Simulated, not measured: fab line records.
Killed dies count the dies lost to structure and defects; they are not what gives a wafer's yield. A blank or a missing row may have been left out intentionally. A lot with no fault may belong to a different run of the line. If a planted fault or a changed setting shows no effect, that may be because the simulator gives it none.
fab line records	flow n5Finfet
record lots=9	wafers=27	lastDay=18
route steps=1938 shown MOL_CONTACT_COAG@574 BEOL_M4@1111 PASSIVATION@1936
lots with no fault: from the same line, run without faults
startH: hours from the record's first day to the start of the lot's first wafer shown	waitH: hours from the lot's prior step to this one	" the same as in the row above	L1.1+2: a single row standing in for several wafers	- value missing, or start not given	* or withheld: withheld	< > ~ a bound
route shown NAME@n: a module of which the file shows steps, and the number in the route of the first	usual: the fault-free wafers' mean and standard deviation	same: alike in all rows	chamber/n: place in a boat	sites: the reading at each site	_std_site: standard deviation of those values	_edge_site: mean of outer sites minus mean of inner sites	radiusMm: for every site, how far away it sits from the centre of the wafer	mask NAME#n: copy n	behind: the tool/chamber that last shaped the wafer	hold: why the lot was held/for how many hours/how that ended	device: names the non-switching transistor (n, p or np)	end of line: the route-end tests of the same wafers	where a step has no rows: the recipe by itself	killed: the dies lost at the first sort to structure and to defects; this is not the yield of the wafer	map: shows each die of a wafer: x if killed, . if not, _ if none is there
set.NAME: the run value of the setting; set.NAME@STEP: its run value at that earlier step	model.NAME: the simulator's own value behind a step, which no gauge read
one table for each step of the route and one row for each wafer, over a sample of lots
services: when a tool's chamber went out of use (startH, in hours from the record's first day, below 0 if earlier), for how many hours, and the reason
## steps
# step N5_MOL_CONTACT_COAG_OVL_MEAS_85
# recipe pointsPerWafer=522
# usual VG_OVL=-0.3/0.63
# same pointsPerWafer=522
lot.wafer	tool	chamber	startH	waitH	VG_OVL[nm]
L634.1	overlay-02	0	97.02	0.0	0.1
L634.5	"	0	"	"	0.2
L634.6	"	0	"	"	-1.4
L635.3	overlay-01	0	104.69	0.0	-0.9
L635.4	"	0	"	"	0.4
L635.6	"	0	"	"	-0.8
L641.1	overlay-02	0	140.29	0.0	-0.5
L641.3	"	0	"	"	-0.5
L641.6	"	0	"	"	-0.9
L646.1	overlay-01	0	173.46	0.0	0.5
L646.3	"	0	"	"	0.5
L646.4	"	0	"	"	0.3
L648.3	overlay-02	0	183.16	0.0	-0.4
L648.4	"	0	"	"	0.1
L648.5	"	0	"	"	-0.7
L651.2	overlay-02	0	204.15	0.0	-0.6
L651.5	"	0	"	"	0.1
L651.6	"	0	"	"	-0.5
L655.1	overlay-01	0	227.84	0.0	-0.3
L655.4	"	0	"	"	-1.4
L655.6	"	0	"	"	-0.3
L656.2	overlay-02	0	231.66	0.0	0.9
L656.3	"	0	"	"	0.1
L656.4	"	0	"	"	0.6
L657.1	overlay-02	0	240.66	0.0	-0.1
L657.3	"	0	"	"	0.8
L657.6	"	0	"	"	-0.4
# step N5_MOL_CONTACT_COAG_INSPECT_57
# recipe mode=adi	inspectInstrument=brightfield
# usual rawDefectCount=197/69
lot.wafer	tool	chamber	startH	waitH	rawDefectCount
L634.1	defectInspect-01	-	97.08	0.1	255
L634.5	"	-	"	"	328
L634.6	"	-	"	"	239
L635.3	defectInspect-02	-	104.73	0.0	174
L635.4	"	-	"	"	213
L635.6	"	-	"	"	173
L641.1	defectInspect-02	-	140.35	0.1	159
L641.3	"	-	"	"	114
L641.6	"	-	"	"	189
L646.1	defectInspect-02	-	173.51	0.1	198
L646.3	"	-	"	"	165
L646.4	"	-	"	"	145
L648.3	defectInspect-01	-	183.21	0.0	175
L648.4	"	-	"	"	209
L648.5	"	-	"	"	162
L651.2	defectInspect-02	-	204.20	0.0	228
L651.5	"	-	"	"	151
L651.6	"	-	"	"	203
L655.1	defectInspect-02	-	227.90	0.1	187
L655.4	"	-	"	"	210
L655.6	"	-	"	"	204
L656.2	defectInspect-02	-	231.71	0.0	325
L656.3	"	-	"	"	203
L656.4	"	-	"	"	165
L657.1	defectInspect-01	-	240.72	0.1	291
L657.3	"	-	"	"	408
L657.6	"	-	"	"	274
# step N5_MOL_CONTACT_COAG_ETCH_91
# recipe chemistry=N2/H2	target=SOC	targetDepthA=600	overetchA=210	maskMaterial=SiARC	tempC=40	timeS=101.2	ionEnergyEv=200	pressureMtorr=30	sourceW=840	biasW=150	n2FlowSccm=200	h2FlowSccm=200
# usual biasW=150.1/0.42	drypumpMotorCurrentA=5.5/0.44	oesProductAu=0.67/0.078	rfFwdPowerW=835.1/3	rfVppV=524.5/2.6	showerheadPlenumPTorr=2.55/0.098	throttleValvePct=17.7/0.39
lot.wafer	tool	chamber	startH	waitH	biasW	drypumpMotorCurrentA	oesProductAu	rfFwdPowerW	rfHoursCounterH	rfVppV	showerheadPlenumPTorr	throttleValvePct
L634.1	rieDiel-05	3	97.46	0.0	149.9	6.4	0.59	836.8	248	521.5	2.47	17.6
L634.5	"	1	"	"	150.0	5.6	0.70	836.5	-	521.6	2.46	17.7
L634.6	"	0	"	"	150.8	4.7	0.78	838.2	-	527.1	2.61	17.4
L635.3	rieDiel-05	0	105.12	0.0	150.2	4.7	0.77	836.5	11	526.3	2.61	17.4
L635.4	"	2	"	"	150.0	5.7	0.58	834.8	-	522.6	2.50	17.8
L635.6	"	1	"	"	149.2	5.6	0.69	832.4	-	521.0	2.45	17.7
L641.1	rieDiel-01	3	141.01	0.0	150.2	5.6	0.67	834.1	92	524.2	2.56	17.4
L641.3	"	0	"	"	150.2	5.8	0.56	834.9	250	526.7	2.60	18.2
L641.6	"	1	"	"	150.7	5.0	0.59	837.0	-	526.8	2.64	18.4
L646.1	rieDiel-01	0	173.99	0.0	149.9	5.8	0.79	834.9	7	525.1	2.59	17.8
L646.3	"	1	"	"	150.4	5.0	0.58	835.9	221	525.5	2.63	18.4
L646.4	"	1	"	"	150.7	5.0	0.58	834.0	-	526.8	2.63	18.4
L648.3	rieDiel-03	0	183.83	0.0	149.6	5.5	0.60	832.3	185	519.9	2.43	18.4
L648.4	"	2	"	"	149.5	6.0	0.73	836.4	40	527.2	2.67	17.3
L648.5	"	0	"	"	150.2	5.5	0.60	835.3	-	521.8	2.43	18.4
L651.2	rieDiel-01	1	204.97	0.0	150.5	5.1	0.57	833.0	233	526.7	2.63	18.5
L651.5	"	2	"	"	150.8	5.9	0.79	632.1	-	579.0	2.69	17.6
L651.6	"	1	"	"	150.9	5.0	0.57	837.9	-	525.6	2.63	18.5
L655.1	rieDiel-03	3	228.58	0.0	150.1	5.4	0.67	830.7	102	527.9	2.65	17.5
L655.4	"	2	"	"	150.0	6.0	0.71	830.9	55	527.9	2.67	17.3
L655.6	"	0	"	"	150.4	5.5	0.59	837.5	-	520.5	2.42	18.4
L656.2	rieDiel-03	0	232.09	0.0	150.7	5.5	0.60	840.7	201	522.1	2.42	18.4
L656.3	"	2	"	"	149.8	6.0	0.71	837.5	56	527.1	2.67	17.3
L656.4	"	1	"	"	149.7	4.9	0.75	831.1	17	529.5	2.72	17.8
L657.1	rieDiel-05	2	241.54	0.0	149.9	5.8	0.56	838.0	253	522.7	2.48	17.9
L657.3	"	1	"	"	150.1	5.5	0.64	830.1	138	520.9	2.43	17.8
L657.6	"	1	"	"	150.3	5.6	0.65	830.8	-	520.9	2.43	17.8
# step N5_MOL_CONTACT_COAG_STRIP_96
# recipe chemistry=N2/H2	powerW=500	tempC=40	pressureMtorr=50	rfFrequencyHz=6e+07	overashFraction=0.3	biasPowerW=28	h2Frac=0.5	n2FlowSccm=300	h2FlowSccm=300
# usual drypumpMotorCurrentA=5.5/0.44	oesProductAu=0.80/0.1	rfVppV=122.0/1.4	showerheadPlenumPTorr=3.37/0.12	throttleValvePct=18.8/0.67
lot.wafer	tool	chamber	startH	waitH	drypumpMotorCurrentA	oesProductAu	rfHoursCounterH	rfVppV	showerheadPlenumPTorr	throttleValvePct
L634.1	rieDiel-05	3	97.65	0.0	6.3	0.71	248	120.4	3.27	18.6
L634.5	"	1	"	"	5.6	0.81	-	123.6	3.25	18.8
L634.6	"	0	"	"	4.7	0.95	-	122.1	3.44	18.1
L635.3	rieDiel-05	0	105.31	0.0	4.7	0.94	11	124.1	3.44	18.1
L635.4	"	2	"	"	5.7	0.69	-	122.4	3.30	18.8
L635.6	"	1	"	"	5.5	0.82	-	121.4	3.24	18.8
L641.1	rieDiel-01	3	141.20	0.0	5.6	0.79	92	123.5	3.38	18.1
L641.3	"	0	"	"	5.8	0.67	250	124.1	3.43	19.6
L641.6	"	1	"	"	5.1	0.70	-	123.4	3.48	20.1
L646.1	rieDiel-01	0	174.18	0.0	5.8	0.95	7	122.6	3.42	19.2
L646.3	"	1	"	"	5.1	0.68	221	121.6	3.47	20.1
L646.4	"	1	"	"	5.1	0.68	-	122.9	3.47	20.2
L648.3	rieDiel-03	0	184.02	0.0	5.5	0.73	185	121.6	3.21	19.8
L648.4	"	2	"	"	6.0	0.88	40	122.5	3.53	18.1
L648.5	"	0	"	"	5.5	0.72	-	120.4	3.21	19.8
L651.2	rieDiel-01	1	205.16	0.0	5.1	0.66	233	124.1	3.47	20.1
L651.5	"	2	"	"	5.9	0.95	-	123.9	3.55	18.5
L651.6	"	1	"	"	5.1	0.67	-	122.6	3.46	20.1
L655.1	rieDiel-03	3	228.77	0.0	5.4	0.79	102	122.1	3.49	18.2
L655.4	"	2	"	"	6.0	0.87	55	120.1	3.52	18.1
L655.6	"	0	"	"	5.6	0.73	-	118.4	3.20	19.8
L656.2	rieDiel-03	0	232.28	0.0	5.5	0.72	201	120.9	3.20	19.8
L656.3	"	2	"	"	6.0	0.85	56	122.7	3.52	18.1
L656.4	"	1	"	"	5.0	0.91	17	125.2	3.59	18.7
L657.1	rieDiel-05	2	241.73	0.0	5.8	0.66	253	121.8	3.27	18.9
L657.3	"	1	"	"	5.6	0.76	138	119.4	3.22	18.8
L657.6	"	1	"	"	5.6	0.77	-	118.9	3.22	18.8
# step N5_BEOL_M4_RC_MEAS_101
# usual DIBL_N=37.5/2.5	DIBL_P=38/3.1	IOFF_N=0.19/0.059	IOFF_P=0.24/0.061	ION_N=679/16	ION_P=465/9.8	SS_N=72.0/0.8	SS_P=73.7/0.86	VT_N=248/4.5	VT_P=-249/3.5
lot.wafer	tool	chamber	startH	waitH	DIBL_N[mV/V]	DIBL_P[mV/V]	IOFF_N[nA/um]	IOFF_P[nA/um]	ION_N[uA/um]	ION_P[uA/um]	SS_N[mV/dec]	SS_P[mV/dec]	VT_N[mV]	VT_P[mV]
L634.1	prober-02	0	163.35	0.0	34.1	36	0.12	0.20	659	459	70.6	72.8	254	-249
L634.5	"	0	"	"	37.8	37	0.18	0.22	678	466	72.3	73.5	251	-250
L634.6	"	0	"	"	39.7	40	0.23	0.27	679	459	72.7	74.2	248	-245
L635.3	prober-02	0	170.07	0.3	37.3	38	0.18	0.23	677	459	72.0	73.5	250	-250
L635.4	"	0	"	"	37.3	40	0.19	0.27	675	465	72.5	74.2	248	-248
L635.6	"	0	"	"	37.4	38	0.18	0.22	676	460	72.6	73.8	255	-252
L641.1	prober-02	0	221.67	0.0	35.9	37	0.16	0.20	667	459	72.3	73.8	251	-252
L641.3	"	0	"	"	37.2	37	0.19	0.20	680	461	72.0	73.0	249	-251
L641.6	"	0	"	"	33.6	34	0.11	0.17	659	451	70.9	73.0	255	-254
L646.1	prober-02	0	253.23	0.0	35.6	35	0.15	0.17	660	448	71.4	73.2	250	-255
L646.3	"	0	"	"	34.5	34	0.14	0.17	672	453	71.0	72.5	248	-255
L646.4	"	0	"	"	37.2	38	0.18	0.22	678	450	71.9	73.9	246	-250
L648.3	prober-02	0	259.21	0.3	35.8	36	0.13	0.21	659	465	71.9	73.3	256	-249
L648.4	"	0	"	"	36.5	37	0.14	0.21	658	455	71.5	73.3	252	-250
L648.5	"	0	"	"	38.3	38	0.19	0.27	682	471	72.0	74.3	248	-248
L651.2	prober-01	0	283.52	0.2	40.7	41	0.24	0.26	697	471	72.1	74.2	243	-248
L651.5	"	0	"	"	38.4	37	0.19	0.20	664	453	72.4	73.8	251	-255
L651.6	"	0	"	"	34.4	34	0.12	0.16	658	449	71.9	72.4	255	-254
L655.1	prober-01	0	310.43	0.0	38.6	42	0.21	0.29	685	475	72.0	74.4	247	-249
L655.4	"	0	"	"	39.0	39	0.20	0.23	676	455	71.8	74.7	247	-251
L655.6	"	0	"	"	39.9	41	0.23	0.26	687	466	72.2	74.6	245	-249
L656.2	prober-02	0	312.12	0.2	37.5	39	0.18	0.22	679	466	72.5	73.7	251	-252
L656.3	"	0	"	"	34.7	35	0.13	0.17	673	459	71.5	73.4	254	-252
L656.4	"	0	"	"	37.5	40	0.19	0.26	677	463	72.1	74.5	248	-249
L657.1	prober-02	0	317.13	0.0	36.5	37	0.18	0.22	681	462	72.6	73.0	250	-249
L657.3	"	0	"	"	36.5	39	0.19	0.27	690	476	72.7	74.0	247	-247
L657.6	"	0	"	"	36.0	37	0.15	0.20	677	461	72.3	73.7	253	-253
# step N5_PASSIVATION_PROBE_49
# usual defectLimitedYield=91.0/1.4	killed_at_M0_to_M3=35/10	killed_at_M4_up=14/5.5	killedAtContacts=13/5.6	killedAtFrontEnd=41/11	killedAtOther=4/3.4	killedDies=106/16	killedOnRim=13/4	killedOpen=68/12	killedShort=35/7.3	sort_bin_4_leakage=0.3/2.1	sort_bin_5_function=5.3/0.89	sort_bin_6_memory=3.4/0.67	sort_bin_8_speed=0.01/0.11	sortNPass=1070/28	sortYieldPct=90.7/2.4
# same grossDies=1180	killedAtBackSide=0
lot.wafer	tool	chamber	startH	waitH	defectLimitedYield[%]	killed_at_M0_to_M3	killed_at_M4_up	killedAtContacts	killedAtFrontEnd	killedAtOther	killedDies	killedOnRim	killedOpen	killedShort	sort_bin_4_leakage[%]	sort_bin_5_function[%]	sort_bin_6_memory[%]	sort_bin_8_speed[%]	sortNPass	sortYieldPct[%]
L635.3	prober-01	-	278.83	0.1	90.7	38	11	11	38	12	110	8	71	34	0	5.3	3.3	0	1070	90.7
L635.4	prober-01	-	278.88	0.2	92.5	26	15	12	35	1	89	8	65	22	0	4.7	2.5	0	1091	92.5
L635.6	prober-01	-	278.98	0.3	90.3	48	19	5	39	3	114	14	70	31	0	5.3	3.3	0	1066	90.3
L646.3	prober-02	-	376.58	0.1	93.9	20	8	19	22	3	72	7	56	14	0	3.6	2.3	0	1108	93.9
L651.2	prober-02	-	397.65	0.1	92.0	37	12	7	31	7	94	14	68	25	0.1	4.7	3.2	0	1085	91.9
L651.5	prober-02	-	397.80	0.2	91.4	36	10	11	37	8	102	7	63	36	0	4.9	3.6	0	1078	91.4
L651.6	prober-02	-	397.85	0.3	92.5	38	9	10	28	4	89	9	53	35	0	3.5	3.9	0	1091	92.5
L655.1	prober-01	-	415.46	0.0	90.8	30	18	15	36	10	109	11	71	33	0	5.3	3.7	0	1071	90.8
L655.4	prober-01	-	415.61	0.2	89.4	35	23	18	48	1	125	18	82	40	0	6.4	3.5	0	1055	89.4
L655.6	prober-01	-	415.71	0.3	90.5	23	11	16	46	16	112	12	67	40	0	6.0	3.1	0	1068	90.5
L657.1	prober-02	-	419.53	0.0	92.7	28	13	13	31	1	86	8	54	30	0	4.1	3.1	0	1094	92.7
L657.3	prober-02	-	419.63	0.1	90.0	32	16	28	37	5	118	12	73	42	0	5.8	3.7	0	1062	90.0
L657.6	prober-02	-	419.78	0.3	91.9	28	21	8	34	4	95	11	67	27	0	4.7	2.9	0	1085	91.9
# killed by level:class
L635.3 BEOL_M2:geometricParticle:open=15 MOL_CONTACT_COAG:geometricParticle:open=10 FIN_SAQP:geometricParticle:open=9 BEOL_M3:geometricParticle:open=9 FIN_SAQP:geometricParticle:short=7 MIM_TOP_ETCH:geometricParticle:short=7 GATE_CUT:geometricParticle:short=5 STI_FIN_REVEAL:geometricParticle:open=4
L635.4 MOL_CONTACT_COAG:geometricParticle:open=11 BEOL_M2:geometricParticle:open=9 DUMMY_GATE:geometricParticle:open=6 GATE_CUT:geometricParticle:open=6 GATE_CUT:geometricParticle:short=6 FIN_SAQP:geometricParticle:short=5 STI_FIN_REVEAL:geometricParticle:open=4 BEOL_M0_SAQP:geometricParticle:open=4
L635.6 BEOL_M2:geometricParticle:open=12 BEOL_M1:geometricParticle:open=9 HKMG_FIN:areaEtch=8 FIN_SAQP:geometricParticle:short=7 GATE_CUT:geometricParticle:open=7 BEOL_M3:geometricParticle:open=7 BEOL_M5:geometricParticle:open=7 FIN_SAQP:geometricParticle:open=6
L646.3 MOL_CONTACT_COAG:geometricParticle:open=16 STI_FIN_REVEAL:geometricParticle:open=7 BEOL_M1:geometricParticle:open=5 BEOL_M0_SAQP:geometricParticle:open=4 BEOL_M0:geometricParticle:open=4 BEOL_M3:geometricParticle:open=4 FIN_SAQP:geometricParticle:open=3 BEOL_M0_SAQP:geometricParticle:short=3
L651.2 BEOL_M1:geometricParticle:open=11 BEOL_M2:geometricParticle:open=9 BEOL_M0_SAQP:geometricParticle:open=7 STI_FIN_REVEAL:geometricParticle:open=6 MOL_CONTACT_COAG:geometricParticle:open=6 DUMMY_GATE:geometricParticle:open=6 BEOL_M3:geometricParticle:open=4 STARTING-WAFER:geometricParticle:open=4
L651.5 BEOL_M1:geometricParticle:open=10 BEOL_M3:geometricParticle:open=8 MOL_CONTACT_COAG:geometricParticle:open=8 STI_FIN_REVEAL:geometricParticle:open=7 FIN_SAQP:geometricParticle:short=5 STI_FIN_REVEAL:geometricParticle:short=4 SPACER0:geometricParticle:open=4 BEOL_M0_SAQP:geometricParticle:short=4
L651.6 BEOL_M0_SAQP:geometricParticle:short=12 BEOL_M2:geometricParticle:open=8 MOL_CONTACT_COAG:geometricParticle:open=7 BEOL_M1:geometricParticle:open=7 BEOL_M0_SAQP:geometricParticle:open=6 DUMMY_GATE:geometricParticle:open=5 FIN_SAQP:geometricParticle:open=4 GATE_CUT:geometricParticle:short=4
L655.1 STI_FIN_REVEAL:geometricParticle:open=12 MOL_CONTACT_COAG:geometricParticle:open=12 BEOL_M0_SAQP:geometricParticle:short=8 FIN_SAQP:geometricParticle:open=7 PAD_METAL:geometricParticle:open=6 BEOL_M0_SAQP:geometricParticle:open=6 GATE_CUT:geometricParticle:open=5 BEOL_M4:geometricParticle:open=5
L655.4 BEOL_M4:geometricParticle:open=15 FIN_SAQP:geometricParticle:open=14 MOL_CONTACT_COAG:geometricParticle:open=14 FIN_SAQP:geometricParticle:short=10 BEOL_M0_SAQP:geometricParticle:open=7 BEOL_M0_SAQP:geometricParticle:short=6 BEOL_M1:geometricParticle:open=6 BEOL_M1:geometricParticle:short=5
L655.6 MOL_CONTACT_COAG:geometricParticle:open=14 GATE_CUT:geometricParticle:short=11 FIN_SAQP:geometricParticle:open=7 FIN_SAQP:geometricParticle:short=7 GATE_CUT:geometricParticle:open=7 PAD_METAL:geometricParticle:open=6 BEOL_M0_SAQP:geometricParticle:open=5 BEOL_M0_SAQP:geometricParticle:short=5
L657.1 BEOL_M1:geometricParticle:open=11 DUMMY_GATE:geometricParticle:open=8 FIN_SAQP:geometricParticle:short=7 MOL_CONTACT_COAG:geometricParticle:open=7 STI_FIN_REVEAL:geometricParticle:open=5 MOL_CONTACT_COAG:geometricParticle:short=5 BEOL_M0_SAQP:geometricParticle:open=5 BEOL_M1:geometricParticle:short=4
L657.3 MOL_CONTACT_COAG:geometricParticle:open=22 BEOL_M0_SAQP:geometricParticle:short=11 FIN_SAQP:geometricParticle:short=9 BEOL_M4:geometricParticle:open=8 DUMMY_GATE:geometricParticle:open=7 BEOL_M0_SAQP:geometricParticle:open=7 FIN_SAQP:geometricParticle:open=6 MOL_CONTACT_COAG:geometricParticle:short=5
L657.6 BEOL_M4:geometricParticle:open=9 DUMMY_GATE:geometricParticle:open=8 STI_FIN_REVEAL:geometricParticle:open=7 MOL_CONTACT_COAG:geometricParticle:open=6 BEOL_M0_SAQP:geometricParticle:short=5 BEOL_M1:geometricParticle:open=5 BEOL_M2:geometricParticle:open=5 BEOL_M3:geometricParticle:open=5
## services
tool	chamber	startH	hours	kind
rieDiel-05	2	79.97	7.6	repair
rieDiel-01	3	91.95	1.8	repair
rieDiel-03	3	102.94	20.2	repair
rieDiel-05	3	103.52	-	clean
rieDiel-05	3	103.52	-	consumableReplace:focusRing
rieDiel-05	3	103.52	14.9	scheduledDown
rieDiel-05	3	103.52	14.9	ventCycle
rieDiel-03	2	110.03	1.3	repair
rieDiel-03	-	114.49	14.6	pm
rieDiel-01	3	120.80	2.2	repair
rieDiel-01	1	123.00	5.2	repair
rieDiel-01	0	141.30	-	clean
rieDiel-01	0	141.30	-	consumableReplace:focusRing
rieDiel-01	0	141.30	18.6	scheduledDown
rieDiel-01	0	141.30	18.6	ventCycle
rieDiel-03	1	157.81	-	clean
rieDiel-03	1	157.81	-	consumableReplace:focusRing
rieDiel-03	1	157.81	-	consumableReplace:showerhead
rieDiel-03	1	157.81	22.6	scheduledDown
rieDiel-03	1	157.81	22.6	ventCycle
rieDiel-01	2	159.92	-	clean
rieDiel-01	2	159.92	-	consumableReplace:focusRing
rieDiel-03	0	167.94	1.8	repair
rieDiel-01	3	233.35	4.4	repair
## key
firstSign step=N5_MOL_CONTACT_COAG_ETCH_91	reading=rfFwdPowerW	direction=down	sigmas=68	usual=*	struck=*
effect step=N5_MOL_CONTACT_COAG_ETCH_91	reading=rfVppV	direction=up	sigmas=21	usual=524.5	struck=579.0
metAt N5_MOL_CONTACT_COAG_ETCH_91
struckLots L651
struckWafers L651.5
notActingAt N5_MOL_CONTACT_COAG_OVL_MEAS_85,N5_MOL_CONTACT_COAG_INSPECT_57,N5_MOL_CONTACT_COAG_STRIP_96
fault kind=processParameterDrift	tool=rieDiel-01	chamber=2	onsetH=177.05	steps=N5_MOL_CONTACT_COAG_ETCH_91	channel=sourceW	offset=-201.6	shape=step	endH=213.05	actsIn=theseRecipesOnly	stated=840
